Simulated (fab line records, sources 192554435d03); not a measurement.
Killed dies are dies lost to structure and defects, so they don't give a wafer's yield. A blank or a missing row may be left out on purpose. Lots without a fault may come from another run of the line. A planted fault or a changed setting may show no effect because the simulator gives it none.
fab line records | flow n5_finfet
record lots=24 wafers=72 last_day=18
route steps=1938 shown BEOL_M1@790
lots that met no fault: from a run of the same line without faults
start_h: hours from the record's first day to the start of the lot's first wafer shown | wait_h: hours since the lot's step before | " the same as in the row above | L1.1+2: a row that stands for several wafers | - no value, or no start given | * or withheld: withheld | < > ~ a bound
route shown NAME@n: a module of which the file shows steps, and the number in the route of the first | usual: mean/standard deviation of fault-free wafers | same: alike in all rows | chamber/n: place in a boat | sites: the reading at each site | _std_site: their standard deviation | _edge_site: outer sites' mean less inner sites' | radius_mm: how far each site lies from the wafer's centre | mask NAME#n: copy n | behind: the tool/chamber that last shaped the wafer | hold: why the lot was held/for how many hours/how that ended | device: the transistor (n, p or np) that didn't switch | end of line: the same wafers' tests at the end of the route | a step without rows: its recipe alone | killed: dies lost to structure and defects at the first sort, not the wafer's yield | map: a wafer's dies, x killed, . not, _ none there
set.NAME: the setting as run; set.NAME@STEP: as run at that earlier step | model.NAME: the simulator's own value behind a step, which no gauge read
steps of the route over a sample of lots; a table a step, a row a wafer
services: from which hour (start_h, from the record's first day; less than 0 if before it) a tool's chamber was out of use, for how many hours, and why
## steps
# step N5_BEOL_M1_ETCH_77
# recipe chemistry=N2/H2 target=underlayer target_depth_a=65 mask_material=CAR-EUV time_s=5.2 ion_energy_ev=200 pressure_mtorr=30 source_w=840 bias_w=150 n2_flow_sccm=200 h2_flow_sccm=200 ends=cleared
# usual drypump_motor_current_A=5.5/0.48 etch_rf_on_time_s=5.19/0.075 n2_flow_sccm=200.0/0.59 oes_product_au=0.65/0.046 rf_vpp_V=522.7/3 showerhead_plenum_p_Torr=2.50/0.097 throttle_valve_pct=17.82/0.19
# columns lot.wafer tool chamber start_h wait_h drypump_motor_current_A etch_rf_on_time_s n2_flow_sccm oes_product_au rf_hours_counter_h rf_vpp_V showerhead_plenum_p_Torr throttle_valve_pct
L074.1 rie_diel-06 1 124.24 0.0 4.9 5.18 200.5 0.67 126 521.1 2.45 17.79
L074.4 " 3 " " 5.5 5.28 200.3 0.58 211 520.2 2.42 17.87
L074.5 " 1 " " 4.9 5.25 199.6 0.67 - 523.0 2.45 17.78
L075.2 rie_diel-02 1 128.31 0.0 6.3 5.14 200.3 0.69 135 521.9 2.45 17.67
L075.3 " 0 " " 5.3 5.09 199.4 0.77 31 529.4 2.70 17.55
L075.6 " 0 " " 5.2 5.11 200.3 0.77 - 527.6 2.70 17.56
L076.2 rie_diel-02 2 133.31 0.0 5.1 5.28 200.5 0.65 146 521.1 2.44 17.76
L076.4 " 1 " " 6.3 5.20 199.3 0.67 - 520.0 2.45 17.70
L076.6 " 2 " " 5.1 5.23 200.9 0.64 - 521.3 2.44 17.78
L077.2 rie_diel-02 2 141.06 0.0 5.1 5.29 200.0 0.64 148 521.2 2.44 17.78
L077.3 " 3 " " 5.9 5.18 199.4 0.68 128 527.6 2.55 17.72
L077.5 " 1 " " 6.3 5.23 199.8 0.67 - 520.4 2.45 17.70
L078.2 rie_diel-06 0 146.14 0.0 5.5 5.27 200.8 0.63 150 523.2 2.54 18.25
L078.3 " 1 " " 4.9 5.13 200.3 0.67 133 522.8 2.45 17.80
L078.4 " 2 " " 5.0 5.21 200.1 0.64 143 522.1 2.44 17.82
L080.2 rie_diel-06 2 154.89 0.0 5.0 5.25 200.3 0.64 146 521.5 2.44 17.81
L080.3 " 3 " " 5.5 5.29 199.2 0.57 221 519.4 2.41 17.89
L080.4 " 1 " " 4.9 5.12 200.7 0.67 136 521.5 2.45 17.83
L079.1 rie_diel-02 1 161.68 0.0 6.3 5.16 199.9 0.66 144 518.3 2.44 17.71
L079.2 " 0 " " 5.2 5.15 200.2 0.75 41 530.0 2.70 17.55
L079.5 " 1 " " 6.3 5.15 200.4 0.66 - 521.1 2.45 17.73
L081.3 rie_diel-01 1 165.39 0.0 4.7 5.19 199.2 0.61 185 527.6 2.63 18.03
L081.4 " 2 " " 6.3 5.16 198.4 0.62 153 523.5 2.53 17.68
L081.6 " 2 " " 6.3 5.19 198.8 0.62 - 524.8 2.54 17.68
L082.1 rie_diel-01 3 175.84 0.0 5.7 5.10 200.7 0.60 234 522.9 2.52 18.08
L082.5 " 3 " " 5.7 5.11 200.2 0.60 - 522.6 2.52 18.07
L082.6 " 0 " " 5.4 5.11 200.2 0.68 - 520.6 2.35 17.64
L083.2 rie_diel-01 2 180.35 0.0 6.3 5.14 199.7 0.63 158 524.2 2.53 17.67
L083.4 " 1 " " 4.7 5.17 200.7 0.60 190 526.1 2.63 18.05
L083.5 " 0 " " 5.4 5.10 199.5 0.68 - 516.6 2.35 17.62
L084.1 rie_diel-02 0 186.43 0.0 5.2 5.11 200.0 0.75 48 528.4 2.70 17.59
L084.5 " 3 " " 5.9 5.06 199.8 0.68 - 525.1 2.54 17.77
L084.6 " 0 " " 5.3 5.16 200.4 0.75 - 527.6 2.70 17.61
L085.2 rie_diel-06 1 192.10 0.0 5.0 5.18 200.4 0.66 148 518.6 2.44 17.81
L085.3 " 2 " " 5.0 5.19 200.2 0.63 158 518.7 2.44 17.80
L085.4 " 0 " " 5.5 5.26 200.5 0.62 161 525.4 2.54 18.26
L086.1 rie_diel-01 3 198.62 0.0 5.7 5.16 200.5 0.60 240 521.6 2.51 18.07
L086.5 " 2 " " 6.3 5.23 198.9 0.62 - 522.7 2.53 17.71
L086.6 " 3 " " 5.7 5.12 199.7 0.59 - 521.8 2.51 18.08
L087.2 rie_diel-06 1 203.06 0.0 5.0 5.24 199.8 0.65 151 518.8 2.44 17.84
L087.4 " 2 " " 5.0 5.35 200.2 0.62 161 521.2 2.43 17.84
L087.6 " 0 " " 5.5 5.36 200.2 0.61 - 522.3 2.54 18.28
L089.1 rie_diel-02 3 212.17 0.0 5.9 5.16 200.9 0.66 149 524.8 2.54 17.77
L089.2 " 1 " " 6.3 5.24 200.8 0.66 158 522.1 2.44 17.71
L089.3 " 2 " " 5.1 5.25 200.5 0.64 168 521.2 2.43 17.83
L088.1 rie_diel-02 3 214.53 0.0 5.9 5.09 199.3 0.66 149 522.9 2.54 17.76
L088.3 " 0 " " 5.2 5.10 199.9 0.73 56 528.5 2.69 17.60
L088.5 " 2 " " 5.0 5.16 199.6 0.63 - 518.0 2.43 17.80
L090.2 rie_diel-02 0 218.56 0.0 5.2 5.14 200.5 0.73 58 527.4 2.69 17.61
L090.3 " 3 " " 5.9 5.16 198.9 0.66 151 523.5 2.54 17.76
L090.4 " 1 " " 6.3 5.14 199.6 0.65 161 521.4 2.44 17.74
L091.2 rie_diel-06 2 230.40 0.0 5.0 5.22 200.1 0.62 169 525.9 2.43 17.85
L091.3 " 0 " " 5.5 5.38 198.8 0.60 172 524.4 2.54 18.27
L091.5 " 2 " " 5.0 5.31 199.6 0.62 - 522.1 2.43 17.84
L092.2 rie_diel-02 2 233.78 0.0 5.1 5.19 200.2 0.63 176 520.5 2.43 17.86
L092.4 " 3 " " 5.9 5.05 199.8 0.64 156 523.0 2.54 17.77
L092.6 " 0 " " 5.3 5.19 199.7 0.72 - 527.7 2.69 17.59
L093.1 rie_diel-01 1 235.24 0.0 4.7 5.16 200.5 0.59 207 525.2 2.62 18.08
L093.2 " 2 " " 6.3 5.21 199.2 0.61 175 524.1 2.53 17.71
L093.5 " 3 " " 5.8 5.10 199.9 0.60 - 523.8 2.51 18.10
L094.2 rie_diel-06 1 239.12 0.0 5.0 5.14 200.0 0.64 162 519.8 2.44 17.86
L094.3 " 3 " " 5.6 5.27 200.2 0.57 248 519.9 2.40 17.94
L094.4 " 2 " " 5.0 5.23 200.6 0.63 173 519.7 2.43 17.84
L095.1 rie_diel-02 1 245.69 0.0 6.3 5.14 199.8 0.65 168 521.8 2.44 17.77
L095.3 " 2 " " 5.1 5.23 201.4 0.62 179 519.8 2.42 17.83
L095.5 " 3 " " 5.9 5.13 199.3 0.66 - 524.0 2.54 17.80
L096.1 rie_diel-02 3 258.27 0.0 5.9 5.17 200.8 0.64 165 525.7 2.53 17.78
L096.3 " 0 " " 5.3 5.17 199.7 0.71 71 526.6 2.69 17.60
L096.5 " 3 " " 5.9 5.13 199.5 0.65 - 523.7 2.53 17.79
L097.2 rie_diel-06 1 260.22 0.0 4.9 5.14 199.8 0.64 170 519.9 2.43 17.85
L097.3 " 2 " " 5.0 5.20 201.0 0.62 181 520.8 2.43 17.86
L097.5 " 0 " " 5.5 5.34 199.5 0.60 - 523.8 2.53 18.29
# step N5_BEOL_M1_ETCH_69
# recipe chemistry=CF4 target=SiARC target_depth_a=156 mask_material=CAR-EUV time_s=26 ion_energy_ev=80 pressure_mtorr=40 source_w=545 bias_w=36 Ar_flow_sccm=100 cf4_flow_sccm=100 ends=cleared
# usual drypump_motor_current_A=5.5/0.48 etch_rf_on_time_s=26.0/0.36 oes_product_au=0.65/0.046 rf_vpp_V=183.6/1.2 showerhead_plenum_p_Torr=2.11/0.077 throttle_valve_pct=15.57/0.19
# columns lot.wafer tool chamber start_h wait_h drypump_motor_current_A etch_rf_on_time_s oes_product_au rf_hours_counter_h rf_vpp_V showerhead_plenum_p_Torr throttle_valve_pct
L074.1 rie_diel-06 1 124.25 0.0 4.9 25.7 0.68 126 183.6 2.07 15.61
L074.4 " 3 " " 5.6 26.6 0.58 211 183.0 2.03 15.54
L074.5 " 1 " " 4.9 25.8 0.68 - 181.9 2.07 15.61
L075.2 rie_diel-02 1 128.33 0.0 6.3 26.1 0.68 135 183.6 2.06 15.37
L075.3 " 0 " " 5.2 26.1 0.77 31 185.2 2.27 15.22
L075.6 " 0 " " 5.2 26.0 0.76 - 185.3 2.27 15.22
L076.2 rie_diel-02 2 133.33 0.0 5.1 26.3 0.64 146 183.1 2.06 15.54
L076.4 " 1 " " 6.3 26.0 0.68 - 183.3 2.06 15.37
L076.6 " 2 " " 5.1 26.0 0.65 - 183.8 2.06 15.55
L077.2 rie_diel-02 2 141.08 0.0 5.1 26.2 0.64 148 182.4 2.06 15.54
L077.3 " 3 " " 5.8 25.4 0.68 128 184.2 2.16 15.57
L077.5 " 1 " " 6.3 25.8 0.68 - 182.5 2.05 15.40
L078.2 rie_diel-06 0 146.16 0.0 5.5 26.8 0.62 150 184.9 2.14 15.92
L078.3 " 1 " " 5.0 25.7 0.67 133 185.1 2.07 15.62
L078.4 " 2 " " 5.0 25.9 0.65 143 184.5 2.07 15.61
L080.2 rie_diel-06 2 154.91 0.0 5.0 26.1 0.64 146 183.5 2.07 15.63
L080.3 " 3 " " 5.6 26.7 0.57 221 181.3 2.03 15.56
L080.4 " 1 " " 4.9 25.8 0.66 136 182.8 2.07 15.64
L079.1 rie_diel-02 1 161.70 0.0 6.3 26.2 0.66 144 183.2 2.05 15.39
L079.2 " 0 " " 5.3 25.8 0.75 41 184.7 2.26 15.23
L079.5 " 1 " " 6.3 25.9 0.67 - 183.0 2.05 15.41
L081.3 rie_diel-01 1 165.41 0.0 4.7 25.9 0.61 185 183.7 2.22 15.86
L081.4 " 2 " " 6.3 25.9 0.62 153 184.5 2.13 15.48
L081.6 " 2 " " 6.3 26.0 0.63 - 184.4 2.13 15.47
L082.1 rie_diel-01 3 175.85 0.0 5.7 25.6 0.60 234 183.1 2.12 15.74
L082.5 " 3 " " 5.7 25.7 0.61 - 183.3 2.12 15.75
L082.6 " 0 " " 5.4 25.6 0.69 - 181.8 1.99 15.39
L083.2 rie_diel-01 2 180.37 0.0 6.3 25.8 0.63 158 184.5 2.13 15.48
L083.4 " 1 " " 4.7 25.9 0.61 190 184.8 2.22 15.88
L083.5 " 0 " " 5.4 25.7 0.68 - 181.3 1.99 15.39
L084.1 rie_diel-02 0 186.45 0.0 5.3 26.0 0.74 48 186.0 2.26 15.26
L084.5 " 3 " " 5.9 25.8 0.66 - 184.6 2.15 15.60
L084.6 " 0 " " 5.3 26.0 0.75 - 185.4 2.26 15.26
L085.2 rie_diel-06 1 192.12 0.0 5.0 26.0 0.66 148 182.8 2.06 15.65
L085.3 " 2 " " 5.0 25.8 0.64 158 182.2 2.06 15.66
L085.4 " 0 " " 5.5 26.8 0.62 161 184.8 2.14 15.93
L086.1 rie_diel-01 3 198.63 0.0 5.8 26.0 0.59 240 182.7 2.12 15.75
L086.5 " 2 " " 6.3 26.6 0.60 - 184.7 2.13 15.47
L086.6 " 3 " " 5.7 25.9 0.60 - 184.3 2.12 15.75
L087.2 rie_diel-06 1 203.08 0.0 5.0 26.2 0.65 151 182.6 2.06 15.64
L087.4 " 2 " " 5.0 26.3 0.63 161 183.6 2.06 15.65
L087.6 " 0 " " 5.5 27.1 0.61 - 183.7 2.14 15.92
L089.1 rie_diel-02 3 212.18 0.0 5.9 26.2 0.65 149 184.9 2.15 15.61
L089.2 " 1 " " 6.3 26.2 0.65 158 184.0 2.05 15.42
L089.3 " 2 " " 5.1 26.2 0.63 168 182.7 2.05 15.60
L088.1 rie_diel-02 3 214.54 0.0 5.8 25.8 0.65 149 183.1 2.15 15.62
L088.3 " 0 " " 5.3 25.8 0.73 56 184.6 2.26 15.27
L088.5 " 2 " " 5.1 26.1 0.63 - 183.1 2.06 15.57
L090.2 rie_diel-02 0 218.57 0.0 5.2 25.6 0.74 58 185.2 2.26 15.27
L090.3 " 3 " " 5.9 25.6 0.66 151 183.6 2.15 15.60
L090.4 " 1 " " 6.2 25.4 0.67 161 182.5 2.05 15.42
L091.2 rie_diel-06 2 230.41 0.0 5.0 25.6 0.62 169 184.4 2.06 15.68
L091.3 " 0 " " 5.5 26.6 0.61 172 183.1 2.14 15.94
L091.5 " 2 " " 5.0 25.5 0.64 - 182.9 2.06 15.67
L092.2 rie_diel-02 2 233.80 0.0 5.1 26.0 0.63 176 183.1 2.05 15.59
L092.4 " 3 " " 5.9 25.9 0.65 156 183.6 2.15 15.64
L092.6 " 0 " " 5.3 25.9 0.73 - 185.0 2.26 15.28
L093.1 rie_diel-01 1 235.26 0.0 4.7 26.1 0.59 207 186.7 2.21 15.89
L093.2 " 2 " " 6.3 25.9 0.62 175 184.2 2.13 15.51
L093.5 " 3 " " 5.8 25.8 0.60 - 183.7 2.12 15.77
L094.2 rie_diel-06 1 239.14 0.0 4.9 25.5 0.66 162 183.6 2.06 15.70
L094.3 " 3 " " 5.6 26.1 0.57 248 181.4 2.02 15.62
L094.4 " 2 " " 5.0 25.7 0.63 173 182.2 2.06 15.68
L095.1 rie_diel-02 1 245.71 0.0 6.3 25.7 0.65 168 184.1 2.04 15.44
L095.3 " 2 " " 5.1 26.4 0.62 179 184.5 2.05 15.59
L095.5 " 3 " " 5.9 25.8 0.65 - 184.7 2.15 15.63
L096.1 rie_diel-02 3 258.29 0.0 5.9 25.6 0.64 165 185.8 2.14 15.65
L096.3 " 0 " " 5.2 25.6 0.71 71 185.4 2.25 15.30
L096.5 " 3 " " 5.9 26.0 0.64 - 184.0 2.14 15.65
L097.2 rie_diel-06 1 260.24 0.0 4.9 25.5 0.65 170 183.4 2.06 15.69
L097.3 " 2 " " 5.0 25.9 0.62 181 183.6 2.06 15.70
L097.5 " 0 " " 5.5 26.4 0.60 - 182.4 2.13 15.98
# step N5_BEOL_M1_PRE_CLEAN_45
# recipe gas=H2/He time_s=30 temp_c=250
# usual heater_power_w=334/31
# columns lot.wafer tool chamber start_h wait_h heater_power_w
L074.1 pvd_sputter-02 - 128.06 0.0 332
L074.4 " - " " 299
L074.5 " - " " 303
L075.2 pvd_sputter-01 - 131.22 0.0 296
L075.3 " - " " 331
L075.6 " - " " 333
L076.2 pvd_sputter-01 - 136.23 0.0 343
L076.4 " - " " 290
L076.6 " - " " 345
L077.2 pvd_sputter-02 - 145.45 0.0 340
L077.3 " - " " 296
L077.5 " - " " 332
L078.2 pvd_sputter-03 - 152.47 0.0 331
L078.3 " - " " 397
L078.4 " - " " 389
L080.2 pvd_sputter-03 - 160.74 0.0 392
L080.3 " - " " 334
L080.4 " - " " 295
L079.1 pvd_sputter-02 - 164.22 0.0 312
L079.2 " - " " 336
L079.5 " - " " 332
L081.3 pvd_sputter-03 - 168.82 0.0 333
L081.4 " - " " 402
L081.6 " - " " 397
L082.1 pvd_sputter-01 - 180.06 0.0 319
L082.5 " - " " 335
L082.6 " - " " 342
L083.2 pvd_sputter-02 - 182.15 0.0 377
L083.4 " - " " 294
L083.5 " - " " 305
L084.1 pvd_sputter-02 - 187.47 0.0 340
L084.5 " - " " 330
L084.6 " - " " 359
L085.2 pvd_sputter-03 - 198.53 0.0 389
L085.3 " - " " 349
L085.4 " - " " 293
L086.1 pvd_sputter-01 - 201.99 0.0 350
L086.5 " - " " 328
L086.6 " - " " 339
L087.2 pvd_sputter-02 - 205.35 0.0 297
L087.4 " - " " 371
L087.6 " - " " 296
L089.1 pvd_sputter-01 - 213.90 0.0 344
L089.2 " - " " 294
L089.3 " - " " 329
L088.1 pvd_sputter-01 - 225.77 0.0 330
L088.3 " - " " 300
L088.5 " - " " 323
L090.2 pvd_sputter-03 - 228.91 0.0 394
L090.3 " - " " 289
L090.4 " - " " 401
L091.2 pvd_sputter-01 - 232.22 0.0 327
L091.3 " - " " 353
L091.5 " - " " 319
L092.2 pvd_sputter-01 - 235.02 0.0 338
L092.4 " - " " 332
L092.6 " - " " 322
L093.1 pvd_sputter-03 - 237.79 0.0 343
L093.2 " - " " 393
L093.5 " - " " 348
L094.2 pvd_sputter-01 - 241.36 0.0 327
L094.3 " - " " 331
L094.4 " - " " 296
L095.1 pvd_sputter-01 - 247.65 0.0 321
L095.3 " - " " 299
L095.5 " - " " 349
L097.2 pvd_sputter-02 - 267.55 0.0 298
L097.3 " - " " 303
L097.5 " - " " 323
L096.1 pvd_sputter-02 - 267.83 0.0 331
L096.3 " - " " 297
L096.5 " - " " 364
# step N5_BEOL_M1_ALD_84
# recipe material=TaN target_thk_a=* temp_c=275 ald_precursor_family=PDMAT ald_co_reactant=NH3 pressure_torr=3 carrier_flow_sccm=1500 pulse_time_s=2 purge_time_s=3 co_reactant_purge_time_s=2 co_reactant_pulse_time_s=3 ald_cycles=30 precursor_vessel_temp_c=75 precursor_vessel_pressure_torr=26.25 precursor_vessel_carrier_sccm=1000
# usual heater_power_w=415/30 precursor_vessel_pressure_torr=26.24/0.052
# columns lot.wafer tool chamber start_h wait_h heater_power_w precursor_vessel_pressure_torr
L074.1 ald_metal-02 2 128.12 0.0 380 26.28
L074.4 " 1 " " 423 26.29
L074.5 " 3 " " 451 26.23
L075.2 ald_metal-02 1 131.29 0.0 421 26.24
L075.3 " 0 " " 402 26.26
L075.6 " 3 " " 445 26.21
L076.2 ald_metal-03 0 136.29 0.0 396 26.30
L076.4 " 3 " " 402 26.25
L076.6 " 2 " " 390 26.18
L077.2 ald_metal-02 3 145.51 0.0 454 26.16
L077.3 " 2 " " 388 26.18
L077.5 " 3 " " 439 26.28
L078.2 ald_metal-02 1 152.53 0.0 427 26.24
L078.3 " 2 " " 385 26.26
L078.4 " 3 " " 452 26.23
L080.2 ald_metal-02 0 160.80 0.0 406 26.26
L080.3 " 3 " " 456 26.21
L080.4 " 2 " " 387 26.22
L079.1 ald_metal-04 1 164.29 0.0 440 26.25
L079.2 " 2 " " 393 26.29
L079.5 " 2 " " 391 26.28
L081.3 ald_metal-04 1 168.94 0.1 450 26.28
L081.4 " 2 " " 378 26.23
L081.6 " 1 " " 443 26.34
L082.1 ald_metal-03 0 180.35 0.3 398 26.27
L082.5 " 1 " " 496 26.29
L082.6 " 0 " " 398 26.21
L083.2 ald_metal-04 0 182.21 0.0 437 26.24
L083.4 " 1 " " 439 26.22
L083.5 " 2 " " 391 26.25
L084.1 ald_metal-02 1 187.53 0.0 409 26.17
L084.5 " 2 " " 385 26.22
L084.6 " 1 " " 420 26.12
L085.2 ald_metal-03 0 198.59 0.0 402 26.18
L085.3 " 1 " " 498 26.31
L085.4 " 2 " " 395 26.42
L086.1 ald_metal-03 2 202.05 0.0 391 26.17
L086.5 " 0 " " 396 26.22
L086.6 " 3 " " 397 26.26
L087.2 ald_metal-04 2 205.41 0.0 399 26.28
L087.4 " 0 " " 427 26.24
L087.6 " 1 " " 446 26.24
L089.1 ald_metal-02 0 213.96 0.0 420 26.26
L089.2 " 1 " " 420 26.25
L089.3 " 3 " " 446 26.20
L088.1 ald_metal-03 0 225.84 0.0 395 26.34
L088.3 " 3 " " 399 26.21
L088.5 " 1 " " 498 26.30
L090.2 ald_metal-02 0 228.97 0.0 401 26.18
L090.3 " 3 " " 447 26.27
L090.4 " 1 " " 412 26.20
L091.2 ald_metal-04 1 232.29 0.1 449 26.23
L091.3 " 3 " " 370 26.28
L091.5 " 3 " " 387 26.20
L092.2 ald_metal-03 0 235.08 0.0 393 26.35
L092.4 " 1 " " 490 26.32
L092.6 " 0 " " 396 26.31
L093.1 ald_metal-04 0 237.85 0.0 421 26.24
L093.2 " 2 " " 401 26.16
L093.5 " 0 " " 439 26.25
L094.2 ald_metal-03 2 241.44 0.1 392 26.22
L094.3 " 3 " " 400 26.17
L094.4 " 1 " " 500 26.21
L095.1 ald_metal-04 2 247.84 0.2 385 26.23
L095.3 " 3 " " 386 26.38
L095.5 " 1 " " 430 26.26
L097.2 ald_metal-02 0 267.61 0.0 409 26.27
L097.3 " 3 " " 438 26.23
L097.5 " 2 " " 384 26.34
L096.1 ald_metal-04 3 268.03 0.2 378 26.27
L096.3 " 2 " " 389 26.25
L096.5 " 1 " " 436 26.31
# step N5_BEOL_M1_SPUTTER_96
# recipe material=Cu target_thk_a=45 temp_c=-20 chamber_pressure_pa=0.07 power_w=withheld time_s=8.29
# usual chamber_pressure_pa=0.07/0.00015 substrate_temp_c=-20.00/0.095 throttle_valve_pct=29.5/1.2
# columns lot.wafer tool chamber start_h wait_h chamber_pressure_pa substrate_temp_c throttle_valve_pct
L074.1 pvd_sputter-03 - 130.54 0.1 0.06984 -20.06 29.2
L074.4 " - " " 0.06992 -20.00 29.1
L074.5 " - " " 0.06978 -20.15 29.2
L075.2 pvd_sputter-01 - 133.78 0.1 0.07031 -20.09 29.1
L075.3 " - " " 0.06984 -19.72 29.4
L075.6 " - " " 0.07014 -19.81 29.5
L076.2 pvd_sputter-02 - 138.51 0.1 0.0702 -20.02 31.0
L076.4 " - " " 0.07025 -20.05 30.0
L076.6 " - " " 0.0702 -19.96 30.0
L077.2 pvd_sputter-02 - 148.15 0.1 0.07003 -20.00 31.0
L077.3 " - " " 0.06999 -19.93 27.2
L077.5 " - " " 0.06992 -19.99 27.2
L078.2 pvd_sputter-01 - 154.89 0.1 0.06993 -20.11 29.7
L078.3 " - " " 0.07034 -20.08 30.8
L078.4 " - " " 0.06991 -20.04 29.0
L080.2 pvd_sputter-01 - 163.42 0.1 0.06982 -19.92 29.1
L080.3 " - " " 0.07013 -19.96 29.9
L080.4 " - " " 0.07007 -20.13 27.5
L079.1 pvd_sputter-03 - 168.04 0.1 0.06989 -19.98 29.4
L079.2 " - " " 0.07006 -20.16 31.0
L079.5 " - " " 0.06993 -20.04 31.2
L081.3 pvd_sputter-03 - 171.24 0.1 0.06996 -19.94 31.3
L081.4 " - " " 0.07017 -20.04 30.6
L081.6 " - " " 0.06986 -19.91 28.6
L082.1 pvd_sputter-01 - 182.68 0.1 0.07007 -20.09 29.8
L082.5 " - " " 0.06989 -20.02 31.0
L082.6 " - " " 0.07005 -19.97 27.5
L083.2 pvd_sputter-03 - 184.50 0.1 0.06999 -19.96 28.7
L083.4 " - " " 0.06987 -20.06 31.0
L083.5 " - " " 0.07008 -19.94 29.4
L084.1 pvd_sputter-02 - 189.76 0.1 0.06976 -20.12 29.5
L084.5 " - " " 0.06998 -19.89 30.0
L084.6 " - " " 0.06999 -20.08 29.7
L085.2 pvd_sputter-02 - 201.51 0.1 0.07006 -19.89 30.1
L085.3 " - " " 0.07007 -19.94 27.3
L085.4 " - " " 0.07002 -19.94 30.9
L086.1 pvd_sputter-02 - 204.35 0.1 0.06968 -19.91 31.0
L086.5 " - " " 0.07028 -19.84 29.7
L086.6 " - " " 0.06991 -19.82 27.2
L087.2 pvd_sputter-01 - 207.73 0.1 0.06987 -20.03 27.5
L087.4 " - " " 0.06996 -20.06 29.7
L087.6 " - " " 0.06994 -19.92 29.3
L089.1 pvd_sputter-01 - 216.28 0.1 0.06997 -19.89 29.8
L089.2 " - " " 0.06987 -20.05 29.2
L089.3 " - " " 0.06994 -20.06 27.7
L088.1 pvd_sputter-01 - 228.39 0.1 0.0698 -20.11 27.5
L088.3 " - " " 0.06999 -20.09 31.3
L088.5 " - " " 0.06983 -20.08 27.6
L090.2 pvd_sputter-02 - 231.25 0.1 0.07008 -20.07 29.6
L090.3 " - " " 0.07021 -20.05 29.8
L090.4 " - " " 0.0701 -19.90 30.8
L091.2 pvd_sputter-03 - 234.83 0.1 0.07008 -19.95 30.9
L091.3 " - " " 0.07033 -19.88 30.6
L091.5 " - " " 0.06992 -19.95 31.2
L092.2 pvd_sputter-01 - 237.40 0.1 0.06983 -19.93 27.9
L092.4 " - " " 0.07007 -20.23 29.4
L092.6 " - " " 0.07033 -20.11 30.0
L093.1 pvd_sputter-01 - 240.14 0.1 0.06989 -20.21 29.6
L093.2 " - " " 0.07017 -20.08 27.6
L093.5 " - " " 0.07 -20.05 29.3
L094.2 pvd_sputter-03 - 243.70 0.1 0.07001 -20.10 30.5
L094.3 " - " " 0.07007 -20.01 31.0
L094.4 " - " " 0.07 -19.93 28.6
L095.1 pvd_sputter-02 - 251.27 0.1 0.06988 -20.06 27.5
L095.3 " - " " 0.07004 -19.90 29.5
L095.5 " - " " 0.07006 -19.87 29.6
L097.2 pvd_sputter-02 - 269.97 0.1 0.06987 -19.99 31.0
L097.3 " - " " 0.06988 -19.86 29.9
L097.5 " - " " 0.06991 -19.92 27.2
L096.1 pvd_sputter-02 - 271.97 0.1 0.07003 -20.07 27.4
L096.3 " - " " 0.0697 -19.94 30.2
L096.5 " - " " 0.06997 -20.17 29.7
# step N5_BEOL_M1_RS_MEAS_58
# recipe thk_meas_gauge=four-point-probe reads=Co_of_BEOL_M1_CO_CAP_55+Cu_of_BEOL_M1_ECD_50+Co_of_BEOL_M1_CVD_47+TaN_of_BEOL_M1_ALD_84
# usual M1_RS=0.67/0.033
# columns lot.wafer tool chamber start_h wait_h M1_RS[ohm/sq]
L074.1 film_metro-02 - 131.58 0.0 0.63
L074.4 " - " " 0.62
L074.5 " - " " 0.64
L075.2 film_metro-02 - 134.83 0.1 0.70
L075.3 " - " " 0.69
L075.6 " - " " 0.66
L076.2 film_metro-02 - 139.63 0.1 0.73
L076.4 " - " " 0.67
L076.6 " - " " 0.68
L077.2 film_metro-02 - 149.49 0.1 0.70
L077.3 " - " " 0.67
L077.5 " - " " 0.68
L078.2 film_metro-01 - 155.94 0.1 0.66
L078.3 " - " " 0.67
L078.4 " - " " 0.62
L080.2 film_metro-02 - 164.54 0.1 0.69
L080.3 " - " " 0.68
L080.4 " - " " 0.70
L079.1 film_metro-01 - 169.10 0.0 0.69
L079.2 " - " " 0.74
L079.5 " - " " 0.72
L081.3 film_metro-01 - 172.31 0.1 0.73
L081.4 " - " " 0.67
L081.6 " - " " 0.69
L082.1 film_metro-01 - 183.73 0.0 0.69
L082.5 " - " " 0.69
L082.6 " - " " 0.70
L083.2 film_metro-01 - 185.55 0.1 0.67
L083.4 " - " " 0.69
L083.5 " - " " 0.67
L084.1 film_metro-02 - 190.81 0.0 0.75
L084.5 " - " " 0.71
L084.6 " - " " 0.68
L085.2 film_metro-01 - 202.61 0.1 0.71
L085.3 " - " " 0.68
L085.4 " - " " 0.64
L086.1 film_metro-02 - 205.42 0.1 0.72
L086.5 " - " " 0.67
L086.6 " - " " 0.69
L087.2 film_metro-02 - 208.82 0.1 0.70
L087.4 " - " " 0.68
L087.6 " - " " 0.71
L089.1 film_metro-02 - 217.33 0.0 0.72
L089.2 " - " " 0.73
L089.3 " - " " 0.70
L088.1 film_metro-01 - 229.44 0.0 0.72
L088.3 " - " " 0.66
L088.5 " - " " 0.64
L090.2 film_metro-02 - 232.30 0.1 0.64
L090.3 " - " " 0.65
L090.4 " - " " 0.61
L091.2 film_metro-02 - 235.88 0.1 0.65
L091.3 " - " " 0.61
L091.5 " - " " 0.61
L092.2 film_metro-02 - 238.58 0.1 0.68
L092.4 " - " " 0.63
L092.6 " - " " 0.61
L093.1 film_metro-01 - 241.19 0.0 0.66
L093.2 " - " " 0.69
L093.5 " - " " 0.67
L094.2 film_metro-02 - 244.78 0.1 0.68
L094.3 " - " " 0.65
L094.4 " - " " 0.66
L095.1 film_metro-02 - 252.50 0.0 0.66
L095.3 " - " " 0.71
L095.5 " - " " 0.64
L097.2 film_metro-02 - 271.09 0.1 0.70
L097.3 " - " " 0.72
L097.5 " - " " 0.69
L096.1 film_metro-02 - 273.94 0.0 0.66
L096.3 " - " " 0.67
L096.5 " - " " 0.60
## services
# columns tool chamber start_h hours kind
rie_diel-02 0 100.79 3.5 repair
pvd_sputter-03 - 102.19 3.2 repair
rie_diel-02 0 104.59 9.6 repair
ald_metal-03 1 113.25 24.0 repair
ald_metal-03 2 116.12 4.3 repair
rie_diel-02 3 125.78 8.9 repair
ald_metal-03 2 139.43 27.2 repair
ald_metal-02 - 148.37 1.7 repair
rie_diel-06 0 161.86 8.2 repair
ald_metal-04 - 219.47 1.0 repair
ald_metal-02 2 219.82 18.5 repair
rie_diel-01 2 235.65 2.4 repair
rie_diel-01 3 236.99 5.4 repair
rie_diel-01 3 242.70 - clean
rie_diel-01 3 242.70 - consumable_replace:esc
rie_diel-01 3 242.70 - consumable_replace:focus_ring
rie_diel-01 3 242.70 18.6 scheduled_down
rie_diel-01 3 242.70 18.6 vent_cycle
rie_diel-06 3 247.21 - clean
rie_diel-06 3 247.21 - consumable_replace:focus_ring
rie_diel-06 3 247.21 - consumable_replace:showerhead
rie_diel-06 3 247.21 23.3 scheduled_down
rie_diel-06 3 247.21 23.3 vent_cycle
## key
fault none
